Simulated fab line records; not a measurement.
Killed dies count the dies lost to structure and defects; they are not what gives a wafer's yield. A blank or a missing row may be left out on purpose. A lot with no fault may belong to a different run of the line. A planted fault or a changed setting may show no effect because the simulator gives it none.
Split-lot trial | flow n5 finfet | 21 wafers read across 7 lots, on a route 1938 steps long

== THE SPLIT ==
At N5_MOL_CONTACT_COAG_ALD_27 (deposits SiOC, target thk 17 nm, pulse time 1.5 s, time 2720 s), the setting ald cycles was moved away from the recipe's 340 on 6 of the 21 wafers read, by -8.2% to +15.0%. For the rest of the wafers, this setting stayed at what the recipe calls for.

The reading is taken at the split's own step.

== THE READING ==
SiOC_of_MOL_CONTACT_COAG_ALD_27.thk nm (the simulator's own value, which no gauge read), in nm, at N5_MOL_CONTACT_COAG_ALD_27 (deposits SiOC, target thk 17 nm, pulse time 1.5 s, time 2720 s). The file gives no usual value for it. Average 17.0 nm, standard deviation 0.05 nm, over the 15 wafers here run with the recipe.

wafer  | tool, chamber at the split | ald cycles as run | against the recipe | SiOC_of_MOL_CONTACT_COAG_ALD_27.thk nm, nm | against lot-mates on the recipe
L075.1 | ald sin-04, 3,2,0          | 340               | recipe             | 17                                         | -
L075.4 | ald sin-04, 3,2,0          | 340               | recipe             | 17                                         | -
L075.5 | ald sin-04, 3,2,0          | 340               | recipe             | 17                                         | -
L077.4 | ald sin-03, 2              | 340               | recipe             | 17.2                                       | -
L077.5 | ald sin-03, 1,0            | 340               | recipe             | 17                                         | -
L077.6 | ald sin-03, 1,0            | 340               | recipe             | 17                                         | -
L079.1 | ald sin-01, 3,1,1          | 340               | recipe             | 17                                         | -
L079.4 | ald sin-01, 3,1,1          | 340               | recipe             | 17                                         | -
L079.6 | ald sin-01, 3,1,1          | 340               | recipe             | 17                                         | -
L082.3 | ald sin-04, 1,0            | 340               | recipe             | 17                                         | -
L082.4 | ald sin-04, 1,0            | 340               | recipe             | 17                                         | -
L082.5 | ald sin-04, 2              | 316               | -7.1%              | 15.8                                       | -1.2
L085.3 | ald sin-01, 3              | 312               | -8.2%              | 15.6                                       | -1.4
L085.5 | ald sin-01, 3              | 312               | -8.2%              | 15.6                                       | -1.4
L085.6 | ald sin-01, 0              | 340               | recipe             | 17                                         | -
L086.2 | ald sin-03, 1              | 356               | +4.7%              | 17.6                                       | +0.6
L086.4 | ald sin-03, 3              | 356               | +4.7%              | 17.8                                       | +0.8
L086.6 | ald sin-03, 0              | 340               | recipe             | 17                                         | -
L092.3 | ald sin-04, 1              | 391               | +15.0%             | 19.6                                       | +2.6
L092.4 | ald sin-04, 3,2            | 340               | recipe             | 17                                         | -
L092.5 | ald sin-04, 3,2            | 340               | recipe             | 17                                         | -
Rows listing several chambers each stand for several wafers; the file does not say which wafer went through which chamber.

FIT RESULTS
A straight line over all 21 wafers: SiOC_of_MOL_CONTACT_COAG_ALD_27.thk nm changes by +0.17 nm for each +1% of ald cycles; r = +1.00; the points scatter about the line by 0.066 nm.
The same after taking each lot's own level away (the mean of its wafers on the recipe; 21 wafers): +0.17 nm for each +1%; r = +1.00; scatter 0.06 nm.
Per that fit: largest ald cycles move, reading shift of 2.5 nm.
Measured against the standard deviation above, the lots' own levels, which go from 17.00 to 17.07 nm, span 1.3 times it.
Consequently the slope shifts little with the lot-to-lot level, the two slopes agreeing.
Check: +2.46 nm against its lot-mates is what the line predicts for one of the wafers moved furthest among these (+15.0%) when that wafer is left out of the fit. Against them it came out at +2.6 nm.

== THESE WAFERS: OTHER SPLITS ==
Note: prior to the reading, these wafers also went through further splits. Each is held against what the fit with the lots' levels taken away leaves over:
other split on the same wafers | wafers away from the commonest value | r with SiOC_of_MOL_CONTACT_COAG_ALD_27.thk nm (lot level and that fit taken away)
N5_HKMG_FIN_ETCH_58 source w   | 7                                    | -0.02

== THE FILE'S OWN FIT ==
SiOC_of_MOL_CONTACT_COAG_ALD_27.thk nm changes by +0.171 nm for each +1% of ald cycles, r = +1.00.
